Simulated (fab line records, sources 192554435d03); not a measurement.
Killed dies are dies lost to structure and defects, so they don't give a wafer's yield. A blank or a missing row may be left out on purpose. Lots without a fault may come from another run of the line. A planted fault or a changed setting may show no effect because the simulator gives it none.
fab line records | flow n5_finfet
record lots=5 wafers=15 last_day=17
route steps=1938 shown BEOL_M8@1365 PASSIVATION@1936
lots that met no fault: from a run of the same line without faults
start_h: hours from the record's first day to the start of the lot's first wafer shown | wait_h: hours since the lot's step before | " the same as in the row above | L1.1+2: a row that stands for several wafers | - no value, or no start given | * or withheld: withheld | < > ~ a bound
route shown NAME@n: a module of which the file shows steps, and the number in the route of the first | usual: mean/standard deviation of fault-free wafers | same: alike in all rows | chamber/n: place in a boat | sites: the reading at each site | _std_site: their standard deviation | _edge_site: outer sites' mean less inner sites' | radius_mm: how far each site lies from the wafer's centre | mask NAME#n: copy n | behind: the tool/chamber that last shaped the wafer | hold: why the lot was held/for how many hours/how that ended | device: the transistor (n, p or np) that didn't switch | end of line: the same wafers' tests at the end of the route | a step without rows: its recipe alone | killed: dies lost to structure and defects at the first sort, not the wafer's yield | map: a wafer's dies, x killed, . not, _ none there
set.NAME: the setting as run; set.NAME@STEP: as run at that earlier step | model.NAME: the simulator's own value behind a step, which no gauge read
lots at some steps of the route; a table a step, a row a wafer
services: from which hour (start_h, from the record's first day; less than 0 if before it) a tool's chamber was out of use, for how many hours, and why
## steps
# step N5_BEOL_M8_CD_MEAS_28
# recipe target_cd_nm=40 landing_energy_ev=500 detector=se_inlens
# usual cd_nm=39.99/0.26
# columns lot.wafer tool chamber start_h wait_h cd_nm
L345.2 cd_sem-01 0 249.89 - 39.56
L345.3 " 0 " " 40.08
L345.4 " 0 " " 39.98
L349.2 cd_sem-03 0 272.97 - 40.03
L349.3 " 0 " " 39.78
L349.6 " 0 " " 39.86
L351.2 cd_sem-01 0 287.12 - 39.83
L351.4 " 0 " " 39.91
L351.6 " 0 " " 40.24
L355.2 cd_sem-01 0 313.52 - 40.03
L355.5 " 0 " " 39.74
L355.6 " 0 " " 39.59
L360.1 cd_sem-03 0 345.55 - 39.83
L360.2 " 0 " " 39.87
L360.3 " 0 " " 39.51
# step N5_BEOL_M8_OVL_MEAS_29
# recipe points_per_wafer=522
# usual V7_OVL=-0.1/0.7
# columns lot.wafer tool chamber start_h wait_h V7_OVL[nm]
L345.2 overlay-02 0 249.93 0.0 -0.3
L345.3 " 0 " " -0.2
L345.4 " 0 " " -1.0
L349.2 overlay-02 0 273.01 0.0 -1.1
L349.3 " 0 " " -0.2
L349.6 " 0 " " -0.1
L351.2 overlay-01 0 287.15 0.0 -0.2
L351.4 " 0 " " 0.3
L351.6 " 0 " " 0.2
L355.2 overlay-01 0 313.55 0.0 0.1
L355.5 " 0 " " 0.3
L355.6 " 0 " " -0.9
L360.1 overlay-02 0 345.58 0.0 1.1
L360.2 " 0 " " -0.5
L360.3 " 0 " " 1.3
# step N5_BEOL_M8_INSPECT_30
# recipe mode=adi inspect_instrument=brightfield
# usual raw_defect_count=394/79
# columns lot.wafer tool chamber start_h wait_h raw_defect_count
L345.2 defect_inspect-01 - 249.98 0.0 442
L345.3 " - " " 400
L345.4 " - " " 536
L349.2 defect_inspect-01 - 273.06 0.0 579
L349.3 " - " " 491
L349.6 " - " " 428
L351.2 defect_inspect-02 - 287.21 0.0 378
L351.4 " - " " 388
L351.6 " - " " 445
L355.2 defect_inspect-01 - 313.60 0.0 429
L355.5 " - " " 340
L355.6 " - " " 445
L360.1 defect_inspect-02 - 345.64 0.1 403
L360.2 " - " " 350
L360.3 " - " " 298
# step N5_BEOL_M8_DESCUM_33
# recipe chemistry=O2 time_s=7 source_power_w=50 bias_power_w=20 pressure_mtorr=20 rf_frequency_hz=2.712e+07 temp_c=40 resist=CAR-EUV o2_flow_sccm=225
# step N5_BEOL_M8_ETCH_72
# recipe chemistry=N2/H2 target=underlayer target_depth_a=65 mask_material=CAR-EUV time_s=5.2 ion_energy_ev=200 pressure_mtorr=30 source_w=840 bias_w=150 n2_flow_sccm=200 h2_flow_sccm=200 ends=cleared
# step N5_BEOL_M8_ETCH_65
# recipe chemistry=CF4 target=SiARC target_depth_a=156 mask_material=CAR-EUV time_s=26 ion_energy_ev=80 pressure_mtorr=40 source_w=545 bias_w=36 Ar_flow_sccm=100 cf4_flow_sccm=100 ends=cleared
# step N5_BEOL_M8_ETCH_66
# recipe chemistry=N2/H2 target=SOC target_depth_a=800 overetch_a=160 mask_material=SiARC temp_c=40 time_s=120 ion_energy_ev=200 pressure_mtorr=30 source_w=840 bias_w=150 n2_flow_sccm=200 h2_flow_sccm=200
# usual bias_w=149.9/0.45 drypump_motor_current_A=5.7/0.4 oes_product_au=0.62/0.068 rf_vpp_V=525.2/2.6 showerhead_plenum_p_Torr=2.59/0.099 throttle_valve_pct=17.76/0.25
# columns lot.wafer tool chamber start_h wait_h bias_w drypump_motor_current_A oes_product_au rf_hours_counter_h rf_vpp_V showerhead_plenum_p_Torr throttle_valve_pct
L345.2 rie_diel-03 1 250.09 0.0 149.7 6.2 0.69 17 522.3 2.48 17.29
L345.3 " 0 " " 149.4 5.4 0.72 11 529.2 2.72 17.65
L345.4 " 3 " " 150.1 6.0 0.62 100 524.5 2.56 17.66
L349.2 rie_diel-01 3 273.67 0.0 150.6 5.8 0.51 237 525.5 2.61 18.39
L349.3 " 0 " " 148.6 5.8 0.54 211 527.4 2.63 17.89
L349.6 " 2 " " 149.9 5.1 0.63 - 521.6 2.45 17.45
L351.2 rie_diel-01 3 287.32 0.0 150.4 5.8 0.52 241 525.3 2.61 18.41
L351.4 " 0 " " 149.7 5.8 0.54 215 526.4 2.63 17.89
L351.6 " 0 " " 150.7 5.8 0.54 - 526.3 2.63 17.90
L355.2 rie_diel-02 0 313.72 0.0 149.5 5.1 0.71 8 528.7 2.72 17.71
L355.5 " 1 " " 149.8 5.9 0.67 - 527.7 2.70 17.62
L355.6 " 2 " " 150.3 5.3 0.63 - 527.3 2.70 17.99
L360.1 rie_diel-02 3 346.68 0.0 150.8 6.4 0.59 141 523.5 2.56 17.89
L360.2 " 2 " " 149.6 5.3 0.61 81 525.9 2.69 18.02
L360.3 " 1 " " 149.7 5.9 0.66 53 528.0 2.70 17.64
# step N5_BEOL_M8_STRIP_69
# recipe chemistry=N2/H2 temp_c=40 n2_flow_sccm=200 h2_flow_sccm=200 rf_frequency_hz=6e+07
# step N5_BEOL_M8_STRIP_73
# recipe chemistry=N2/H2 temp_c=40 n2_flow_sccm=200 h2_flow_sccm=200 rf_frequency_hz=6e+07
# step N5_BEOL_M8_VIA_ETCH_34
# recipe chemistry=C4F6/O2 target=SiCOH_lowk target_depth_a=1255 mask_material=SOC taper_deg=4 time_s=50.5 ion_energy_ev=250 pressure_mtorr=30 source_w=345 bias_w=185 Ar_flow_sccm=300 C4F6_flow_sccm=10 O2_flow_sccm=10
# step N5_BEOL_M8_STRIP_76
# recipe chemistry=C4F6/O2 resist=SiARC rf_frequency_hz=6e+07
# step N5_BEOL_M8_STRIP_36
# recipe chemistry=N2/H2 power_w=450 temp_c=40 pressure_mtorr=20 rf_frequency_hz=6e+07 overash_fraction=0.3 bias_power_w=7 h2_frac=0.5 n2_flow_sccm=200 h2_flow_sccm=200
# step N5_BEOL_M8_TRENCH_ETCH_37
# recipe chemistry=C4F6/O2 target_depth_a=934.78 target=SiCOH_lowk time_s=31.2 ion_energy_ev=250 pressure_mtorr=30 source_w=345 bias_w=185 Ar_flow_sccm=300 C4F6_flow_sccm=10 O2_flow_sccm=10
# usual bias_w=185.0/0.57 drypump_motor_current_A=5.7/0.39 mfc_ar_sccm=300.1/0.95 oes_product_au=0.81/0.096 rf_vpp_V=674/21 showerhead_plenum_p_Torr=2.90/0.099 throttle_valve_pct=20.9/0.31
# columns lot.wafer tool chamber start_h wait_h bias_w drypump_motor_current_A mfc_ar_sccm oes_product_au rf_hours_counter_h rf_vpp_V showerhead_plenum_p_Torr throttle_valve_pct model.BEOL_M8.feature_depth_nm model.etch.depth_nm
L345.2 rie_diel-03 1 250.29 - 184.9 6.2 300.4 0.92 17 668 2.76 20.2 96 96.1
L345.3 " 0 " " 186.1 5.4 299.2 0.93 11 695 2.98 20.5 92 92.06
L345.4 " 3 " " 184.8 6.0 299.6 0.80 100 676 2.88 20.8 93 93.07
L349.2 rie_diel-01 3 273.86 - 185.8 5.8 300.7 0.68 237 689 2.92 21.5 95.4 95.41
L349.3 " 0 " " 185.1 5.8 301.4 0.69 211 695 2.93 21.0 89.6 89.67
L349.6 " 2 " " 184.7 5.2 300.6 0.82 - 610 2.75 20.6 93 93.04
L351.2 rie_diel-01 3 287.51 - 185.7 5.7 300.2 0.68 241 689 2.92 21.5 95.4 95.41
L351.4 " 0 " " 217.6 5.8 301.8 0.71 215 790 2.93 21.0 95.2 95.17
L351.6 " 0 " " 217.3 5.8 301.4 0.70 - 789 2.93 21.0 94.8 94.71
L355.2 rie_diel-02 0 313.91 - 184.8 5.1 299.3 0.93 8 676 3.01 20.7 93.6 93.62
L355.5 " 1 " " 184.2 5.9 302.5 0.87 - 692 2.99 20.7 93.2 93.15
L355.6 " 2 " " 184.3 5.3 298.8 0.83 - 652 3.03 21.2 95.8 95.85
L360.1 rie_diel-02 3 346.87 - 186.2 6.4 299.5 0.77 141 677 2.90 21.1 93.8 93.83
L360.2 " 2 " " 185.4 5.3 301.4 0.81 81 651 3.02 21.2 95.2 95.22
L360.3 " 1 " " 185.8 5.9 299.8 0.85 53 691 2.98 20.7 92.2 92.21
# step N5_BEOL_M8_ETCH_41
# recipe chemistry=CH3F/O2 target=SiCN target_depth_a=319 taper_deg=2 time_s=57.8 ion_energy_ev=120 mask_material=TiN pressure_mtorr=30 source_w=395 bias_w=75 Ar_flow_sccm=150 CH3F_flow_sccm=30 O2_flow_sccm=20
# step N5_BEOL_M8_STRIP_80
# recipe chemistry=N2/H2 time_s=10 power_w=450 temp_c=40 pressure_mtorr=20 rf_frequency_hz=6e+07 bias_power_w=7 n2_flow_sccm=200 h2_flow_sccm=200
# usual drypump_motor_current_A=5.7/0.39 oes_product_au=0.81/0.094 rf_vpp_V=59.5/0.92 showerhead_plenum_p_Torr=2.59/0.099 throttle_valve_pct=23.6/0.34
# columns lot.wafer tool chamber start_h wait_h drypump_motor_current_A oes_product_au rf_hours_counter_h rf_vpp_V showerhead_plenum_p_Torr throttle_valve_pct
L345.2 rie_diel-03 1 - - 6.1 0.92 17 60.4 2.48 23.2
L345.3 " 0 " " 5.4 0.94 11 60.5 2.72 23.6
L345.4 " 3 " " 6.0 0.81 100 57.5 2.55 23.4
L349.2 rie_diel-01 3 - - 5.8 0.67 237 59.8 2.61 24.4
L349.3 " 0 " " 5.8 0.69 211 61.3 2.63 23.4
L349.6 " 2 " " 5.1 0.84 - 58.2 2.45 23.2
L351.2 rie_diel-01 3 - - 5.8 0.67 241 59.5 2.60 24.5
L351.4 " 0 " " 5.8 0.69 216 59.0 2.63 23.4
L351.6 " 0 " " 5.8 0.68 - 58.8 2.63 23.4
L355.2 rie_diel-02 0 - - 5.1 0.94 8 59.0 2.72 23.7
L355.5 " 1 " " 5.9 0.86 - 59.9 2.70 23.4
L355.6 " 2 " " 5.3 0.81 - 59.4 2.69 24.0
L360.1 rie_diel-02 3 - - 6.4 0.76 141 60.0 2.56 23.7
L360.2 " 2 " " 5.3 0.80 81 58.1 2.69 24.0
L360.3 " 1 " " 5.9 0.84 53 59.9 2.69 23.4
# step N5_BEOL_M8_OCD_MEAS_38
# usual trench_depth_nm=93.0/2.6
# columns lot.wafer tool chamber start_h wait_h trench_depth_nm
L345.2 ocd-02 - 250.45 - 96.1
L345.3 " - " " 92.1
L345.4 " - " " 92.8
L349.2 ocd-02 - 274.02 - 95.2
L349.3 " - " " 90.1
L349.6 " - " " 92.8
L351.2 ocd-02 - 287.67 - 95.6
L351.4 " - " " 95.0
L351.6 " - " " 94.7
L355.2 ocd-02 - 314.08 - 93.9
L355.5 " - " " 93.3
L355.6 " - " " 95.5
L360.1 ocd-01 - 347.03 - 93.7
L360.2 " - " " 95.1
L360.3 " - " " 92.2
# step N5_BEOL_M8_HM_STRIP_39
# recipe chemistry=peroxide_tin_strip material=TiN target_depth_a=250 temp_c=50 time_s=158
# step N5_BEOL_M8_SRD_40
# recipe time_s=30 temp_c=23 rinse_liquid=diw dry=ipa_marangoni
# step N5_BEOL_M8_PRECLEAN_42
# recipe chemistry=residue_remover time_s=60 temp_c=40
# step N5_BEOL_M8_SRD_43
# recipe time_s=30 temp_c=23 rinse_liquid=diw dry=ipa_marangoni
# step N5_BEOL_M8_CD_MEAS_35
# recipe target_cd_nm=40 polarity=opening
# usual cd_nm=39.9/0.76
# columns lot.wafer tool chamber start_h wait_h cd_nm
L345.2 cd_sem-03 - 250.60 0.0 39.5
L345.3 " - " " 39.2
L345.4 " - " " 38.8
L349.2 cd_sem-02 - 274.27 0.0 39.9
L349.3 " - " " 38.1
L349.6 " - " " 39.3
L351.2 cd_sem-02 - 287.83 0.0 39.2
L351.4 " - " " 39.4
L351.6 " - " " 40.6
L355.2 cd_sem-03 - 314.24 0.0 39.2
L355.5 " - " " 40.8
L355.6 " - " " 40.1
L360.1 cd_sem-01 - 347.18 0.0 39.7
L360.2 " - " " 41.1
L360.3 " - " " 40.6
# step N5_BEOL_M8_CURE_75
# recipe temp_c=370 time_s=120 ambient=DMADMS/He material=SiCOH_lowk
# step N5_BEOL_M8_DEGAS_44
# recipe ambient=vacuum temp_c=250 time_s=60
# step N5_BEOL_M8_PRE_CLEAN_45
# recipe gas=H2/He time_s=30 temp_c=250
# usual heater_power_w=328/33
# columns lot.wafer tool chamber start_h wait_h heater_power_w
L345.2 pvd_sputter-02 - 251.48 0.0 281
L345.3 " - " " 297
L345.4 " - " " 355
L349.2 pvd_sputter-02 - 275.27 0.0 287
L349.3 " - " " 289
L349.6 " - " " 286
L351.2 pvd_sputter-01 - 288.29 0.0 347
L351.4 " - " " 286
L351.6 " - " " 379
L355.2 pvd_sputter-01 - 316.46 0.0 285
L355.5 " - " " 286
L355.6 " - " " 347
L360.1 pvd_sputter-01 - 349.35 0.0 327
L360.2 " - " " 383
L360.3 " - " " 345
# step N5_BEOL_M8_ALD_77
# recipe material=TaN target_thk_a=20 temp_c=275 ald_precursor_family=PDMAT ald_co_reactant=NH3 pressure_torr=3 carrier_flow_sccm=1500 pulse_time_s=2 purge_time_s=3 co_reactant_purge_time_s=2 co_reactant_pulse_time_s=3 ald_cycles=40 precursor_vessel_temp_c=75 precursor_vessel_pressure_torr=26.25 precursor_vessel_carrier_sccm=1000
# step N5_BEOL_M8_SURFACE_TREAT_79
# recipe gas=Ar time_s=* ion_energy_ev=* ion_current_ma_cm2=0.5 pressure_mtorr=* ar_flow_sccm=30
# step N5_BEOL_M8_CVD_78
# recipe material=Co target_thk_a=20 temp_c=withheld precursor=CCTBA/H2 pressure_torr=30 time_s=142.3
# step N5_BEOL_M8_SPUTTER_48
# recipe material=Cu target_thk_a=100 temp_c=-20 bias_v=60 power_w=26000 chamber_pressure_pa=0.13 time_s=1.667
# usual throttle_valve_pct=30.0/0.94
# columns lot.wafer tool chamber start_h wait_h throttle_valve_pct
L345.2 pvd_sputter-03 - 252.13 0.1 30.3
L345.3 " - " " 30.3
L345.4 " - " " 31.5
L349.2 pvd_sputter-02 - 275.89 0.1 30.0
L349.3 " - " " 29.8
L349.6 " - " " 32.3
L351.2 pvd_sputter-01 - 289.17 0.1 28.2
L351.4 " - " " 29.1
L351.6 " - " " 30.2
L355.2 pvd_sputter-01 - 317.08 0.1 28.7
L355.5 " - " " 28.4
L355.6 " - " " 29.9
L360.1 pvd_sputter-01 - 349.99 0.1 28.9
L360.2 " - " " 30.1
L360.3 " - " " 29.3
# step N5_BEOL_M8_ECD_50
# recipe material=Cu target_thk_a=3000
# step N5_BEOL_M8_ANNEAL_51
# recipe temp_c=225 time_s=90 ambient=N2
# usual wafer_temp_C_max=226.2/0.42
# columns lot.wafer tool chamber start_h wait_h wafer_temp_C_max
L345.2 rtp_anneal-02 0 252.38 0.1 226.5
L345.3 " 0 " " 226.3
L345.4 " 0 " " 226.9
L349.2 rtp_anneal-01 0 276.51 0.5 226.3
L349.3 " 0 " " 225.9
L349.6 " 0 " " 226.3
L351.2 rtp_anneal-01 0 289.68 0.4 225.9
L351.4 " 0 " " 225.7
L351.6 " 0 " " 225.9
L355.2 rtp_anneal-02 0 317.64 0.4 226.7
L355.5 " 0 " " 226.5
L355.6 " 0 " " 226.7
L360.1 rtp_anneal-01 0 350.20 0.1 225.8
L360.2 " 0 " " 225.4
L360.3 " 0 " " 225.9
# step N5_BEOL_M8_CMP_52
# recipe stop_on=SiCOH_lowk t_overpolish_s=6.9 down_force_psi=1 platen_rpm=50 clearing_platen_down_force_psi=1.5 clearing_platen_rpm=50 post_cmp_clean=cu_alkaline target_thk_nm=80 clearing_platen_pad_velocity_m_s=0.99484 pad_velocity_m_s=0.99484
# usual barrier_field_endpoint_s=28.9/0.98 head_pressure_psi=1.0002/0.0022 motor_current_A=5.8/0.6 overpolish_run_s=6.899/0.0093 time_to_endpoint_s=61/4.6
# columns lot.wafer tool chamber start_h wait_h barrier_field_endpoint_s head_pressure_psi motor_current_A overpolish_run_s time_to_endpoint_s model.Cu_of_BEOL_M8_ECD_50.thk_nm
L345.2 cmp-04 1 252.64 0.2 28.7 1.0024 5.0 6.896 62 83.4
L345.4 " 2 " " 29.0 1.0012 6.7 6.901 61 79.4
L345.3 " 3 " " 28.3 0.9982 6.3 6.889 62 78.6
L349.3 cmp-03 0 276.77 0.2 27.3 1.0004 6.5 6.890 57 76.6
L349.2 " 3 " " 28.3 0.9970 5.3 6.884 58 83
L349.6 " 0 " " 29.0 1.0015 6.1 6.898 58 78.4
L351.4 cmp-01 1 289.97 0.2 28.5 0.9986 5.5 6.900 53 80.6
L351.2 " 3 " " 30.3 0.9962 5.6 6.900 69 83.4
L351.6 " 0 " " 29.6 1.0017 5.9 6.892 59 80.4
L355.2 cmp-03 0 318.12 0.4 28.3 0.9993 6.2 6.902 62 79
L355.5 " 0 " " 29.0 1.0006 6.0 6.890 64 80.2
L355.6 " 1 " " 28.4 1.0009 6.1 6.909 54 80
L360.1 cmp-01 0 350.54 0.3 29.0 1.0004 5.6 6.898 61 82.2
L360.3 " 1 " " 28.8 1.0042 5.5 6.918 56 78.4
L360.2 " 2 " " 30.2 1.0008 6.0 6.914 67 84
# step N5_BEOL_M8_THK_MEAS_53
# recipe thk_meas_gauge=xrf reads=Cu_of_BEOL_M8_ECD_50
# usual M8_THK=78.3/3
# columns lot.wafer tool chamber start_h wait_h M8_THK[nm]
L345.2 film_metro-02 - 252.93 - 82.3
L345.3 " - " " 77.7
L345.4 " - " " 78.6
L349.2 film_metro-02 - 277.06 - 81.3
L349.3 " - " " 75.0
L349.6 " - " " 76.4
L351.2 film_metro-01 - 290.23 - 83.8
L351.4 " - " " 80.9
L351.6 " - " " 80.6
L355.2 film_metro-02 - 318.41 - 76.6
L355.5 " - " " 77.9
L355.6 " - " " 77.5
L360.1 film_metro-01 - 350.79 - 82.0
L360.2 " - " " 84.1
L360.3 " - " " 78.3
# step N5_PASSIVATION_PROBE_49
# usual defect_limited_yield=91.5/1.5 killed_at_M0_to_M3=33/9.9 killed_at_M4_up=14/5.2 killed_at_contacts=11/5.2 killed_at_front_end=38/10 killed_at_other=4/3.5 killed_dies=100/18 killed_open=66/14 killed_short=32/6.9 sort_bin_5_function=5.0/1 sort_bin_6_memory=3.1/0.69 sort_bin_8_speed=0.03/0.26 sort_n_pass=1080/18 sort_yield_pct=91.5/1.5
# same gross_dies=1180 killed_at_back_side=0 sort_bin_4_leakage[%]=0
# columns lot.wafer tool chamber start_h wait_h defect_limited_yield[%] killed_at_M0_to_M3 killed_at_M4_up killed_at_contacts killed_at_front_end killed_at_other killed_dies killed_open killed_short sort_bin_5_function[%] sort_bin_6_memory[%] sort_bin_8_speed[%] sort_n_pass sort_yield_pct[%]
L345.2 prober-02 - 327.76 0.1 91.3 34 24 4 30 11 103 68 29 5.8 2.6 0 1077 91.3
L345.3 prober-02 - 327.81 0.1 91.1 28 16 16 42 3 105 73 30 4.7 4.0 0.08 1074 91.0
L345.4 prober-02 - 327.86 0.2 92.4 31 15 13 28 3 90 66 23 5.0 2.3 3.05 1054 89.3
L349.2 prober-02 - 347.66 0.1 88.9 49 7 18 52 5 131 82 47 6.8 3.9 0 1049 88.9
L349.6 prober-02 - 347.86 0.3 92.2 25 24 3 36 4 92 61 31 4.7 3.0 0 1088 92.2
L351.2 prober-02 - 360.08 0.1 92.5 24 15 8 39 3 89 54 35 4.7 2.6 0 1091 92.5
L351.4 prober-02 - 360.18 0.2 91.9 22 11 11 36 15 95 60 34 5.0 2.5 0 1085 91.9
L351.6 prober-02 - 360.28 0.3 93.5 17 6 8 39 7 77 45 32 3.3 3.1 0 1103 93.5
L360.1 prober-02 - 417.01 0.6 90.3 26 26 19 38 5 114 78 32 5.3 4.2 0 1066 90.3
L360.2 prober-02 - 417.06 0.6 90.4 30 21 8 50 4 113 76 37 5.7 3.7 0 1067 90.4
L360.3 prober-02 - 417.11 0.7 90.3 36 20 9 45 4 114 69 45 5.3 4.1 0 1066 90.3
# killed by level:class
L345.2 BEOL_M0_SAQP:geometric_particle:open=12 BEOL_M4:geometric_particle:open=10 FIN_SAQP:geometric_particle:open=6 BEOL_M3:geometric_particle:open=6 DUMMY_GATE:geometric_particle:open=5 BEOL_M2:geometric_particle:open=5 PASSIVATION:area_etch=5 DUMMY_GATE:geometric_particle:short=4
L345.3 FIN_SAQP:geometric_particle:open=10 MOL_CONTACT_COAG:geometric_particle:open=10 BEOL_M2:geometric_particle:open=10 BEOL_M4:geometric_particle:open=10 FIN_SAQP:geometric_particle:short=9 BEOL_M0_SAQP:geometric_particle:open=7 MOL_CONTACT_COAG:geometric_particle:short=6 DUMMY_GATE:geometric_particle:open=5
L345.4 MOL_CONTACT_COAG:geometric_particle:open=12 DUMMY_GATE:geometric_particle:open=10 BEOL_M0_SAQP:geometric_particle:short=10 BEOL_M2:geometric_particle:open=8 STI_FIN_REVEAL:geometric_particle:open=6 BEOL_M4:geometric_particle:open=6 BEOL_M3:geometric_particle:open=4 GATE_CUT:geometric_particle:short=3
L349.2 MOL_CONTACT_COAG:geometric_particle:open=14 BEOL_M2:geometric_particle:open=13 DUMMY_GATE:geometric_particle:open=10 BEOL_M0_SAQP:geometric_particle:short=10 BEOL_M1:geometric_particle:open=10 FIN_SAQP:geometric_particle:short=6 BEOL_M3:geometric_particle:open=6 FIN_SAQP:geometric_particle:open=5
L349.6 GATE_CUT:geometric_particle:short=7 BEOL_M2:geometric_particle:open=7 BEOL_M4:geometric_particle:open=6 FIN_SAQP:geometric_particle:short=5 FIN_SAQP:geometric_particle:open=5 BEOL_M0:geometric_particle:open=5 STI_FIN_REVEAL:geometric_particle:open=4 DUMMY_GATE:geometric_particle:open=3
L351.2 FIN_SAQP:geometric_particle:short=6 STI_FIN_REVEAL:geometric_particle:open=6 DUMMY_GATE:geometric_particle:open=6 BEOL_M4:geometric_particle:open=6 MOL_CONTACT_COAG:geometric_particle:open=5 BEOL_M3:geometric_particle:short=5 FIN_SAQP:geometric_particle:open=4 GATE_CUT:geometric_particle:open=4
L351.4 MOL_CONTACT_COAG:geometric_particle:open=8 FIN_SAQP:geometric_particle:short=5 STI_FIN_REVEAL:geometric_particle:open=5 BEOL_M2:geometric_particle:open=5 BEOL_M4:geometric_particle:open=5 FIN_SAQP:geometric_particle:open=4 GATE_CUT:geometric_particle:short=4 BEOL_M0_SAQP:geometric_particle:short=4
L351.6 FIN_SAQP:geometric_particle:short=7 BEOL_M2:geometric_particle:open=7 GATE_CUT:geometric_particle:short=6 MOL_CONTACT_COAG:geometric_particle:open=6 STI_FIN_REVEAL:geometric_particle:open=5 STARTING-WAFER:geometric_particle:open=5 ILD0:geometric_particle:short=4 FIN_SAQP:geometric_particle:open=3
L360.1 FIN_SAQP:geometric_particle:open=17 MOL_CONTACT_COAG:geometric_particle:open=16 BEOL_M4:geometric_particle:open=9 BEOL_M4:geometric_particle:short=7 BEOL_M1:geometric_particle:open=6 BEOL_M0_SAQP:geometric_particle:open=4 BEOL_M0_SAQP:geometric_particle:short=4 PASS1_DEP:geometric_particle:open=4
L360.2 STI_FIN_REVEAL:geometric_particle:open=13 BEOL_M0_SAQP:geometric_particle:open=12 BEOL_M4:geometric_particle:open=10 FIN_SAQP:geometric_particle:open=9 FIN_SAQP:geometric_particle:short=8 BEOL_M0_SAQP:geometric_particle:short=8 MOL_CONTACT_COAG:geometric_particle:open=7 BEOL_M4:geometric_particle:short=6
L360.3 FIN_SAQP:geometric_particle:open=16 BEOL_M2:geometric_particle:open=8 FIN_SAQP:geometric_particle:short=7 BEOL_M4:geometric_particle:open=7 GATE_CUT:geometric_particle:open=6 BEOL_M0_SAQP:geometric_particle:short=6 BEOL_M3:geometric_particle:open=6 BEOL_M4:geometric_particle:short=6
## services
# columns tool chamber start_h hours kind
rie_diel-01 0 227.96 4.4 repair
cmp-04 - 233.19 1.7 repair
cmp-01 - 236.25 10.6 pm
cmp-03 - 246.92 6.7 pm
cmp-01 - 257.26 2.1 repair
rie_diel-02 0 261.01 - clean
rie_diel-02 0 261.01 - consumable_replace:focus_ring
rie_diel-02 0 261.01 - consumable_replace:showerhead
rie_diel-02 0 261.01 24.3 scheduled_down
rie_diel-02 0 261.01 24.3 vent_cycle
rie_diel-01 0 265.24 2.7 repair
rie_diel-03 3 269.14 2.9 repair
rie_diel-03 0 276.55 9.1 repair
cmp-04 - 286.21 1.1 repair
rie_diel-03 0 288.37 9.7 repair
cmp-04 - 292.15 4.0 pm
rie_diel-02 - 297.79 0.4 repair
cmp-03 - 306.63 4.0 pm
cmp-04 - 317.03 4.6 repair
rie_diel-03 3 317.24 16.4 repair
rie_diel-02 0 318.32 7.6 repair
cmp-01 - 339.06 4.9 pm
cmp-03 - 347.65 1.0 repair
cmp-01 - 349.24 1.2 repair
## key
first_sign step=N5_BEOL_M8_TRENCH_ETCH_37 reading=bias_w direction=up sigmas=56 usual=* struck=*
effect step=N5_BEOL_M8_TRENCH_ETCH_37 reading=rf_vpp_V direction=up sigmas=5.5 usual=674 struck=789
model_effect step=N5_BEOL_M8_TRENCH_ETCH_37 value=BEOL_M8.feature_depth_nm without=90.1 struck=95
model_effect step=N5_BEOL_M8_CMP_52 value=Cu_of_BEOL_M8_ECD_50.thk_nm without=75.6 struck=80.5
met_at N5_BEOL_M8_TRENCH_ETCH_37
struck_wafers L351.4,L351.6
onset_between 273.86 287.51
fault kind=process_parameter_drift tool=rie_diel-01 chamber=0 onset_h=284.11 steps=N5_BEOL_M8_TRENCH_ETCH_37 channel=bias_w offset=* shape=step end_h=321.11 acts_in=* stated=*
